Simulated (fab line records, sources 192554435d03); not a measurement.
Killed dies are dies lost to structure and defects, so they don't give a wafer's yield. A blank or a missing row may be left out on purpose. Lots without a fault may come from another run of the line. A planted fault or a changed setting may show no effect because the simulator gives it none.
Which tool did it? | flow n5_finfet | 11 lots, 30 wafers sampled, at 5 steps of a route of 1938

WHAT THE GAUGES READ, wafer by wafer
N5_DUMMY_GATE_INSPECT_27: inspects for defects (brightfield).
lot  | measured    | on                | raw_defect_count
L832 | day 3 19:17 | defect_inspect-02 | 210 286 299
L833 | day 4 01:56 | defect_inspect-02 | 273 306 350
L834 | day 4 06:23 | defect_inspect-01 | 306 271 245
L836 | day 4 19:13 | defect_inspect-02 | 196 279 249
L841 | day 6 00:34 | defect_inspect-02 | 315 210
L842 | day 6 05:24 | defect_inspect-01 | 236 223
L844 | day 6 18:11 | defect_inspect-01 | 346 398
L845 | day 6 23:53 | defect_inspect-01 | 414 476 317
L847 | day 7 10:28 | defect_inspect-02 | 425 252 473
L848 | day 7 17:31 | defect_inspect-01 | 429 553 291
L850 | day 8 05:40 | defect_inspect-02 | 375 484 320

N5_SD_EPI_N_CD_MEAS_09: target cd 120 nm.
lot  | measured    | on        | cd_nm (nm)
L832 | day 3 20:17 | cd_sem-03 | 120.8 121.0 119.9
L833 | day 4 02:57 | cd_sem-01 | 120.0 119.8 120.2
L834 | day 4 07:31 | cd_sem-02 | 120.1 118.8 120.0
L836 | day 4 20:13 | cd_sem-01 | 119.1 120.3 119.9
L841 | day 6 01:48 | cd_sem-01 | 116.5 116.8
L842 | day 6 06:55 | cd_sem-02 | 116.7 115.8
L844 | day 6 19:19 | cd_sem-01 | 119.9 116.8
L845 | day 7 00:53 | cd_sem-02 | 120.5 119.5 120.7
L847 | day 7 11:32 | cd_sem-03 | 120.4 120.0 121.3
L848 | day 7 18:31 | cd_sem-02 | 120.4 120.4 120.5
L850 | day 8 06:33 | cd_sem-01 | 119.9 119.2 120.3

WHICH TOOL RAN EACH LOT (tool, then ch and the chambers of the sampled wafers, then the start)
lot  | N5_DUMMY_GATE_HM_OPEN_21          | N5_DUMMY_GATE_STRIP_48            | N5_SD_EPI_N_PEB_07
L832 | rie_diel-02 ch 1,2, day 3 18:22   | rie_diel-06 ch 0,1,3, day 3 19:05 | litho_track-04 ch 0, day 3 20:14
L833 | rie_diel-02 ch 1,2, day 4 01:16   | rie_diel-06 ch 1,2,3, day 4 01:46 | litho_track-05 ch 0, day 4 02:53
L834 | rie_diel-02 ch 1,2,3, day 4 05:44 | rie_diel-02 ch 0,1,2, day 4 06:12 | litho_track-05 ch 0, day 4 07:28
L836 | rie_diel-05 ch 0,3, day 4 18:34   | rie_diel-02 ch 0,1, day 4 19:01   | litho_track-04 ch 0, day 4 20:09
L841 | rie_diel-02 ch 1,2, day 5 23:56   | rie_diel-02 ch 2,3, day 6 00:23   | litho_track-04 ch 0, day 6 01:44
L842 | rie_diel-05 ch 1, day 6 04:45     | rie_diel-05 ch 1,3, day 6 05:12   | litho_track-04 ch 0, day 6 06:50
L844 | rie_diel-05 ch 2, day 6 17:32     | rie_diel-06 ch 2,3, day 6 17:59   | litho_track-04 ch 0, day 6 19:14
L845 | rie_diel-05 ch 1,2, day 6 23:13   | rie_diel-05 ch 1,2,3, day 6 23:41 | litho_track-01 ch 0, day 7 00:49
L847 | rie_diel-05 ch 0,1,3, day 7 09:49 | rie_diel-05 ch 1,2,3, day 7 10:16 | litho_track-01 ch 0, day 7 11:28
L848 | rie_diel-05 ch 0,2,3, day 7 16:52 | rie_diel-05 ch 0,2,3, day 7 17:19 | litho_track-01 ch 0, day 7 18:27
L850 | rie_diel-05 ch 2,3, day 8 04:59   | rie_diel-05 ch 1,3, day 8 05:29   | litho_track-01 ch 0, day 8 06:29
- N5_DUMMY_GATE_HM_OPEN_21: chemistry CH3F/O2, target SiNx, target depth 120 nm, time 171.4 s.
- N5_DUMMY_GATE_STRIP_48: strips in N2/H2, time 20 s.
- N5_SD_EPI_N_PEB_07: peb time 60 s.

WHAT THE TOOLS THEMSELVES READ (means of the sampled wafers that have a number; where no wafer has one, the mark that the record gives instead)
N5_DUMMY_GATE_HM_OPEN_21.
lot  | tool        | drypump_motor_current_A (A) | oes_f_703_au (a.u.) | oes_product_au (a.u.) | rf_fwd_power_W (W) | rf_vpp_V (V) | showerhead_plenum_p_Torr (Torr) | throttle_valve_pct (%)
L832 | rie_diel-02 | 5.8                         | 0.75                | 0.73                  | 394.1              | 297          | 2.04                            | 16.50
L833 | rie_diel-02 | 5.8                         | 0.74                | 0.73                  | 394.6              | 297          | 2.04                            | 16.51
L834 | rie_diel-02 | 6.0                         | 0.77                | 0.75                  | 393.2              | 297          | 2.02                            | 16.49
L836 | rie_diel-05 | 5.4                         | 0.76                | 0.74                  | 393.3              | 299          | 2.04                            | 16.50
L841 | rie_diel-02 | 5.8                         | 0.73                | 0.71                  | 393.4              | 298          | 2.05                            | 16.51
L842 | rie_diel-05 | 5.7                         | 0.70                | 0.72                  | 390.9              | 302          | 1.94                            | 16.74
L844 | rie_diel-05 | 6.7                         | 0.71                | 0.71                  | 393.2              | 292          | 2.00                            | 16.44
L845 | rie_diel-05 | 6.0                         | 0.71                | 0.71                  | 392.9              | 298          | 1.95                            | 16.66
L847 | rie_diel-05 | 5.6                         | 0.81                | 0.81                  | 392.8              | 299          | 2.01                            | 16.43
L848 | rie_diel-05 | 5.9                         | 0.81                | 0.80                  | 394.0              | 297          | 2.03                            | 16.34
L850 | rie_diel-05 | 6.2                         | 0.72                | 0.72                  | 393.4              | 293          | 2.01                            | 16.50

N5_DUMMY_GATE_STRIP_48.
lot  | tool        | drypump_motor_current_A (A) | oes_product_au (a.u.) | rf_vpp_V (V) | showerhead_plenum_p_Torr (Torr) | throttle_valve_pct (%)
L832 | rie_diel-06 | 6.0                         | 0.85                  | 45.4         | 3.42                            | 12.03
L833 | rie_diel-06 | 6.0                         | 0.76                  | 44.9         | 3.34                            | 12.23
L834 | rie_diel-02 | 6.1                         | 0.74                  | 45.7         | 3.42                            | 12.32
L836 | rie_diel-02 | 6.0                         | 0.74                  | 46.0         | 3.47                            | 12.30
L841 | rie_diel-02 | 6.2                         | 0.76                  | 45.4         | 3.31                            | 12.36
L842 | rie_diel-05 | 5.5                         | 0.73                  | 45.7         | 3.29                            | 12.41
L844 | rie_diel-06 | 6.2                         | 0.72                  | 45.9         | 3.36                            | 12.36
L845 | rie_diel-05 | 5.9                         | 0.73                  | 44.9         | 3.32                            | 12.39
L847 | rie_diel-05 | 5.9                         | 0.72                  | 45.8         | 3.32                            | 12.39
L848 | rie_diel-05 | 5.9                         | 0.81                  | 44.7         | 3.39                            | 12.10
L850 | rie_diel-05 | 5.4                         | 0.73                  | 45.2         | 3.31                            | 12.43

N5_SD_EPI_N_PEB_07.
lot  | tool           | exhaust_pa (Pa) | heater_power_total_W (W)
L832 | litho_track-04 | 45.4            | 175.6
L833 | litho_track-05 | 44.4            | 173.8
L834 | litho_track-05 | 44.9            | 175.5
L836 | litho_track-04 | 44.7            | 176.1
L841 | litho_track-04 | 43.8            | 185.6
L842 | litho_track-04 | 44.8            | 186.6
L844 | litho_track-04 | 43.2            | 180.1
L845 | litho_track-01 | 44.7            | 176.0
L847 | litho_track-01 | 43.0            | 175.7
L848 | litho_track-01 | 44.1            | 175.6
L850 | litho_track-01 | 44.6            | 177.0

THE ANSWER, worked out from the rows above alone
Rule: what is usual is taken from the lots themselves. Put in order of their means at a reading, lots are off if they are a third of the lots or fewer, leave a main group of 4 or more, and stand apart from it by a gap of 3 or more times the standard deviation of the main group's means; of several such gaps the widest counts. A main group whose means are all the same, to the digits that the tables above print for the reading, isn't used. A lot without any number at a reading at which 4 lots or more have one is off too. The other lots that the step has rows for count as sound. The gauges are gone through in route order, then the tools' own readings, and for those a lot's mean is taken as printed above. The first step at which some lot is off is used, and at that step the reading that is off furthest; a lot without a number counts as furthest.
Off: L841, L842, L844, at N5_SD_EPI_N_CD_MEAS_09 (cd_nm). The main group: mean 120.1 nm, standard deviation 0.35.
A tool fits if, at a process step before that reading, it ran every lot that is off, and no sound lot after the first of them. The gauges at N5_SD_EPI_N_CD_MEAS_09 aren't tried: what is off there is off at N5_SD_EPI_N_PEB_07 too, on other tools, and a gauge's error can't cause that. One fits: litho_track-04 at N5_SD_EPI_N_PEB_07. Its last sound lot is L836 (day 4 20:09), its first lot that is off L841 (day 6 01:44): a fault that began between those two fits.
The tool's own readings at N5_SD_EPI_N_PEB_07 bear it out: on the lots that are off they differ by more than 5 times the standard deviation of the sound lots' means. heater_power_total_W reads 184.1 W there against 175.7 W on the sound lots.

WHAT THE SIMULATOR HAD PUT IN
Process parameter drift: litho_track-04, from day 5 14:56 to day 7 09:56, at N5_SD_EPI_N_PEB_07. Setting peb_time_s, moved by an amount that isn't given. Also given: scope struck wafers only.
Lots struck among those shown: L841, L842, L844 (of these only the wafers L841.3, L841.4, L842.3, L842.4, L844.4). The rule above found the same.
